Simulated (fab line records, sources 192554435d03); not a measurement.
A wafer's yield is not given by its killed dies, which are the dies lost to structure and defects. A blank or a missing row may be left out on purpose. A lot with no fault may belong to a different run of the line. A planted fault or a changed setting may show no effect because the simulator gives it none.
Which of the tools did it? + flow n5_finfet + 9 lots with 27 wafers sampled at 5 steps, on a route of 1938 steps

== WHAT THE GAUGES READ, wafer by wafer ==
N5_ZERO_LAYER_CD_MEAS_11: target cd 2000 nm. Usual: 2000.0 nm for cd_nm, sd 1.4.
| lot  | measured    | on        | cd_nm (nm)           | flag |
|------|-------------|-----------|----------------------|------|
| L827 | day 2 06:38 | cd_sem-01 | 1999.3 1998.5 1998.6 |      |
| L828 | day 2 12:46 | cd_sem-03 | 1997.8 1998.5 1999.8 |      |
| L830 | day 3 00:46 | cd_sem-01 | 1999.2 2000.8 1998.8 |      |
| L837 | day 4 18:38 | cd_sem-02 | 1999.4 1998.5 1997.9 |      |
| L838 | day 5 00:46 | cd_sem-03 | 2002.7 2000.9 2001.2 |      |
| L842 | day 6 00:38 | cd_sem-01 | 2000.8 2002.8 2001.0 |      |
| L843 | day 6 06:38 | cd_sem-01 | 2000.3 1999.6 1999.0 |      |
| L844 | day 6 12:46 | cd_sem-03 | 2000.4 2001.1 1997.6 |      |
| L845 | day 6 18:46 | cd_sem-01 | 2001.8 2001.5 2000.3 |      |

N5_BEOL_M4_RC_MEAS_101. Usual: DIBL_N 35.9 mV/V, standard deviation 1.3; DIBL_P 36.3 mV/V, standard deviation 1.5; IOFF_N 0.153 nA/um, standard deviation 0.023; IOFF_P 0.208 nA/um, standard deviation 0.028; ION_N 672 uA/um, standard deviation 9.7; ION_P 462 uA/um, standard deviation 6.6; SS_N 71.5 mV/dec, standard deviation 0.53; SS_P 73.3 mV/dec, standard deviation 0.59; VT_N 250.4 mV, standard deviation 2.7; VT_P -250.5 mV, standard deviation 3.
| lot  | measured     | on        | DIBL_N (mV/V)  | DIBL_P (mV/V)  | IOFF_N (nA/um)    | IOFF_P (nA/um)    | ION_N (uA/um) | ION_P (uA/um) | SS_N (mV/dec)  | SS_P (mV/dec)  | VT_N (mV)         | VT_P (mV)            | flag |
|------|--------------|-----------|----------------|----------------|-------------------|-------------------|---------------|---------------|----------------|----------------|-------------------|----------------------|------|
| L827 | day 9 08:19  | prober-01 | 37.3 35.1 38.7 | 37.6 34.8 39.2 | 0.186 0.148 0.218 | 0.275 0.214 0.307 | 672 670 690   | 470 469 478   | 72.6 71.1 73.0 | 73.6 72.8 73.3 | 245.2 250.7 246.7 | -245.2 -248.0 -243.2 |      |
| L828 | day 9 11:50  | prober-02 | 35.4 35.8 35.4 | 35.4 35.4 35.4 | 0.143 0.147 0.144 | 0.196 0.200 0.190 | 674 677 669   | 466 456 460   | 71.4 70.9 71.3 | 72.8 72.8 72.3 | 250.7 249.8 251.7 | -251.0 -250.4 -251.9 |      |
| L830 | day 10 07:00 | prober-01 | 36.8 36.9 35.7 | 37.2 35.8 35.7 | 0.170 0.168 0.149 | 0.235 0.222 0.217 | 681 685 671   | 470 469 467   | 72.2 70.7 71.8 | 73.8 73.4 73.9 | 248.3 248.3 252.0 | -249.1 -250.4 -249.9 |      |
| L837 | day 12 10:47 | prober-02 | 34.4 36.0 37.2 | 34.2 36.0 37.4 | 0.117 0.137 0.153 | 0.164 0.192 0.211 | 656 656 666   | 447 452 456   | 70.8 71.7 71.6 | 72.5 72.9 73.3 | 253.0 252.0 251.0 | -251.7 -252.3 -252.4 |      |
| L838 | day 12 04:38 | prober-02 | 36.0 37.6 36.6 | 36.8 37.8 36.5 | 0.177 0.198 0.174 | 0.237 0.244 0.235 | 687 664 676   | 471 460 465   | 71.6 72.9 71.9 | 73.8 74.2 73.4 | 243.4 246.2 246.1 | -248.4 -247.6 -246.4 |      |
| L842 | day 13 16:50 | prober-02 | 34.6 36.1 35.8 | 34.6 35.9 36.2 | 0.142 0.158 0.146 | 0.180 0.198 0.207 | 679 679 666   | 461 460 456   | 70.4 71.5 71.8 | 72.8 73.5 73.4 | 248.7 250.2 252.1 | -251.5 -250.3 -248.1 |      |
| L843 | day 13 15:25 | prober-01 | 33.7 33.9 34.0 | 34.3 34.7 35.1 | 0.136 0.137 0.144 | 0.213 0.212 0.223 | 665 670 686   | 462 466 476   | 70.9 70.4 71.5 | 73.3 72.4 73.6 | 251.6 250.3 251.4 | -247.8 -248.5 -245.7 |      |
| L844 | day 13 21:12 | prober-01 | 35.8 32.8 34.9 | 38.0 34.6 37.1 | 0.168 0.121 0.152 | 0.216 0.176 0.203 | 673 669 685   | 462 460 474   | 71.5 71.3 71.5 | 73.4 72.8 73.5 | 249.3 251.3 252.4 | -252.6 -253.5 -249.4 |      |
| L845 | day 14 01:19 | prober-02 | 37.1 36.4 36.6 | 38.5 37.5 37.4 | 0.190 0.170 0.165 | 0.239 0.215 0.209 | 690 691 679   | 472 468 462   | 71.4 71.4 71.7 | 74.4 74.6 73.0 | 247.0 248.6 249.0 | -248.6 -250.0 -248.8 |      |

== WHAT TOOL EACH LOT RAN ON (gives the tool, then ch and the chambers of the sampled wafers, and finally the start) ==
| lot  | N5_ZERO_LAYER_DESCUM_16           | N5_WELL_APT_EXPOSE_05            | N5_PMOS_HMC_CHANNEL_EPI_DESCUM_14 |
|------|-----------------------------------|----------------------------------|-----------------------------------|
| L827 | rie_diel-04 ch 0,1,2, day 2 06:41 | krf_scanner-02 ch 0, day 2 07:38 | rie_diel-01 ch 0,1,3, day 2 12:10 |
| L828 | rie_diel-04 ch 0,2,3, day 2 12:50 | krf_scanner-02 ch 0, day 2 13:32 | rie_diel-01 ch 1,2, day 2 17:31   |
| L830 | rie_diel-01 ch 0,2,3, day 3 00:48 | krf_scanner-02 ch 0, day 3 01:33 | rie_diel-01 ch 0,1,3, day 3 06:08 |
| L837 | rie_diel-04 ch 0,1,2, day 4 18:41 | krf_scanner-02 ch 0, day 4 19:31 | rie_diel-01 ch 0,3, day 4 23:25   |
| L838 | rie_diel-04 ch 0,1, day 5 01:29   | krf_scanner-02 ch 0, day 5 02:11 | rie_diel-02 ch 0,2, day 5 05:39   |
| L842 | rie_diel-01 ch 0,1,2, day 6 00:41 | krf_scanner-01 ch 0, day 6 01:31 | rie_diel-04 ch 0,2,3, day 6 07:08 |
| L843 | rie_diel-04 ch 0,3, day 6 06:41   | krf_scanner-01 ch 0, day 6 07:24 | rie_diel-01 ch 2,3, day 6 13:31   |
| L844 | rie_diel-02 ch 0,2,3, day 6 12:48 | krf_scanner-01 ch 0, day 6 13:31 | rie_diel-01 ch 1,2,3, day 6 18:23 |
| L845 | rie_diel-01 ch 1,3, day 6 19:19   | krf_scanner-01 ch 0, day 6 20:02 | rie_diel-02 ch 1,2,3, day 7 00:45 |
- N5_ZERO_LAYER_DESCUM_16: chemistry O2, time 7.9 s.
- N5_WELL_APT_EXPOSE_05: exposes mask NWELL, defocus 0 nm, target cd 200 nm.
- N5_PMOS_HMC_CHANNEL_EPI_DESCUM_14: chemistry O2, time 7.9 s.

== WHAT THE TOOLS THEMSELVES READ (means of the sampled wafers that have a number; where no wafer has one, the mark that the record gives instead) ==
N5_ZERO_LAYER_DESCUM_16. Usual: drypump_motor_current_A 5.6 A, standard deviation 0.32; oes_product_au 0.78 a.u., standard deviation 0.091; rf_vpp_V 243.2 V, standard deviation 1.4; showerhead_plenum_p_Torr 2.10 Torr, standard deviation 0.068; throttle_valve_pct 20.36 %, standard deviation 0.25.
| lot  | tool        | drypump_motor_current_A (A) | oes_product_au (a.u.) | rf_vpp_V (V) | showerhead_plenum_p_Torr (Torr) | throttle_valve_pct (%) | flag |
|------|-------------|-----------------------------|-----------------------|--------------|---------------------------------|------------------------|------|
| L827 | rie_diel-04 | 5.2                         | 0.83                  | 244.5        | 2.14                            | 20.38                  |      |
| L828 | rie_diel-04 | 5.2                         | 0.75                  | 244.2        | 2.12                            | 20.36                  |      |
| L830 | rie_diel-01 | 5.5                         | 0.85                  | 243.8        | 2.09                            | 20.10                  |      |
| L837 | rie_diel-04 | 5.2                         | 0.80                  | 244.1        | 2.14                            | 20.41                  |      |
| L838 | rie_diel-04 | 5.1                         | 0.84                  | 244.4        | 2.09                            | 20.46                  |      |
| L842 | rie_diel-01 | 5.7                         | 0.83                  | 243.5        | 2.09                            | 20.24                  |      |
| L843 | rie_diel-04 | 5.1                         | 0.69                  | 242.1        | 2.04                            | 20.37                  |      |
| L844 | rie_diel-02 | 5.9                         | 0.73                  | 243.2        | 2.11                            | 20.44                  |      |
| L845 | rie_diel-01 | 5.6                         | 0.71                  | 242.4        | 2.08                            | 20.71                  |      |

N5_WELL_APT_EXPOSE_05. Usual: exposure_dose_mJ_cm2 20.283, standard deviation 0.02; focus_offset_nm -0.1 nm, standard deviation 0.48.
| lot  | tool           | exposure_dose_mJ_cm2 | focus_offset_nm (nm) | flag |
|------|----------------|----------------------|----------------------|------|
| L827 | krf_scanner-02 | 20.275               | 0.1                  |      |
| L828 | krf_scanner-02 | 20.268               | 0.7                  |      |
| L830 | krf_scanner-02 | 20.259               | -0.7                 |      |
| L837 | krf_scanner-02 | 20.964               | -0.7                 | OFF  |
| L838 | krf_scanner-02 | 20.820               | -0.3                 | OFF  |
| L842 | krf_scanner-01 | 20.287               | -0.4                 |      |
| L843 | krf_scanner-01 | 20.251               | -0.4                 |      |
| L844 | krf_scanner-01 | 20.286               | -0.5                 |      |
| L845 | krf_scanner-01 | 20.291               | 0.0                  |      |

N5_PMOS_HMC_CHANNEL_EPI_DESCUM_14. Usual: drypump_motor_current_A 5.60 A, standard deviation 0.29; oes_product_au 0.78 a.u., standard deviation 0.089; rf_vpp_V 243.1 V, standard deviation 1.4; showerhead_plenum_p_Torr 2.09 Torr, standard deviation 0.065; throttle_valve_pct 20.34 %, standard deviation 0.28.
| lot  | tool        | drypump_motor_current_A (A) | oes_product_au (a.u.) | rf_vpp_V (V) | showerhead_plenum_p_Torr (Torr) | throttle_valve_pct (%) | flag |
|------|-------------|-----------------------------|-----------------------|--------------|---------------------------------|------------------------|------|
| L827 | rie_diel-01 | 5.65                        | 0.79                  | 243.1        | 2.10                            | 20.40                  |      |
| L828 | rie_diel-01 | 5.48                        | 0.90                  | 243.7        | 2.06                            | 20.16                  |      |
| L830 | rie_diel-01 | 5.63                        | 0.78                  | 242.8        | 2.10                            | 20.41                  |      |
| L837 | rie_diel-01 | 5.70                        | 0.81                  | 243.2        | 2.11                            | 20.16                  |      |
| L838 | rie_diel-02 | 5.87                        | 0.75                  | 243.5        | 2.11                            | 20.40                  |      |
| L842 | rie_diel-04 | 5.19                        | 0.73                  | 243.4        | 2.11                            | 20.39                  |      |
| L843 | rie_diel-01 | 5.33                        | 0.82                  | 242.8        | 2.06                            | 20.08                  |      |
| L844 | rie_diel-01 | 5.48                        | 0.77                  | 241.8        | 2.06                            | 20.40                  |      |
| L845 | rie_diel-02 | 5.87                        | 0.83                  | 243.8        | 2.13                            | 20.34                  |      |

== THE ANSWER, worked out from the rows above alone ==
Rule: a lot is off if the mean of its wafers that have a number lies more than 3 standard deviations from the usual mean. Also off: a lot with no number at a reading for which 4 or more lots have one. Where the step has rows for the other lots, those lots are counted as sound. First the gauges in route order, then the tools' own readings, where a lot's mean is used as printed above. At the first step where some lot is off, the reading lying furthest off is the one used; lots without a number count as furthest.
Off: L837, L838, at N5_WELL_APT_EXPOSE_05 (exposure_dose_mJ_cm2).
If a tool, at that step or one of the process steps before it, ran each lot that is off and ran no sound lot following the first of them, it fits. One fits: krf_scanner-02 at N5_WELL_APT_EXPOSE_05. Its last sound lot is L830 (day 3 01:33), its first lot that is off L837 (day 4 19:31): a fault that began between those two fits.
The tool's own readings at N5_WELL_APT_EXPOSE_05 bear it out: on the lots that are off they differ by more than 5 times the standard deviation of the sound lots' means. exposure_dose_mJ_cm2 reads 20.892 there against 20.274 on the sound lots.

== WHAT WAS PUT IN BY THE SIMULATOR ==
Process parameters drifting: krf_scanner-02 at N5_WELL_APT_EXPOSE_05, beginning at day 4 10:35. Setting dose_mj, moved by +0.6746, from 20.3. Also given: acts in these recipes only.
Struck lots among those shown: L837, L838. The rule above reached the same finding.
